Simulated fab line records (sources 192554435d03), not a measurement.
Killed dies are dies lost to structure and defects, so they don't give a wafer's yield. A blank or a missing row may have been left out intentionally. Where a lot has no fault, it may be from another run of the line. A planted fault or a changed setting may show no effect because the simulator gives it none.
Matching of chambers -- flow n5 finfet -- 3 sister chambers for N5_BEOL_M9_CURE_71 on uv cure-02
The step cures SiCOH lowk, time 240 s. 6 wafers are shown with their chamber, then 8 later ones without.

WAFERS, EACH WITH ITS CHAMBER
wafer,chamber,wafer_temp_C_max,lamp power pct (%)
L074.3,1,387.3,52.36
L074.6,1,388.5,52.31
L085.6,2,386.5,52.29
L088.2,0,387.0,52.42
L088.4,0,386.6,52.27
L089.1,2,386.9,52.40

WAFERS WITH NO CHAMBER GIVEN
wafer,wafer_temp_C_max,lamp power pct (%)
L089.5,387.2,52.33
L089.6,386.4,52.31
L093.2,387.9,52.33
L093.3,388.6,52.34
L093.4,387.9,52.35
L092.4,386.6,52.31
L092.5,386.2,52.32
L092.6,386.8,52.27

WHICH CHAMBER EACH ONE RAN IN
wafer,from the rows above,in truth
L089.5,can't be placed: 0 or 2 or 1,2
L089.6,can't be placed: 2 or 0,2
L093.2,can't be placed: 1 or 0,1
L093.3,1,1
L093.4,can't be placed: 1 or 0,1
L092.4,can't be placed: 2 or 0 or 1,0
L092.5,can't be placed: 2 or 0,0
L092.6,can't be placed: 0 or 2 or 1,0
Correct placement for 1 of the 8. Not placeable from these rows: 7 (in 7, the candidates include the true chamber). 0 placed wrongly.
How it was worked out, from the rows above alone: a wafer's distance from a chamber is the root of the sum, over the readings, of the square of ((its reading less the chamber's mean) divided by the reading's scatter). If the next closest chamber is less than 2 further off than the closest, the wafer can't be placed; otherwise it belongs to the closest. Each chamber's mean is taken over the wafers shown for it. The scatter is the square root of a quotient: the sum, over the shown wafers, of each reading's squared deviation from its chamber's mean, divided by wafers minus chambers.
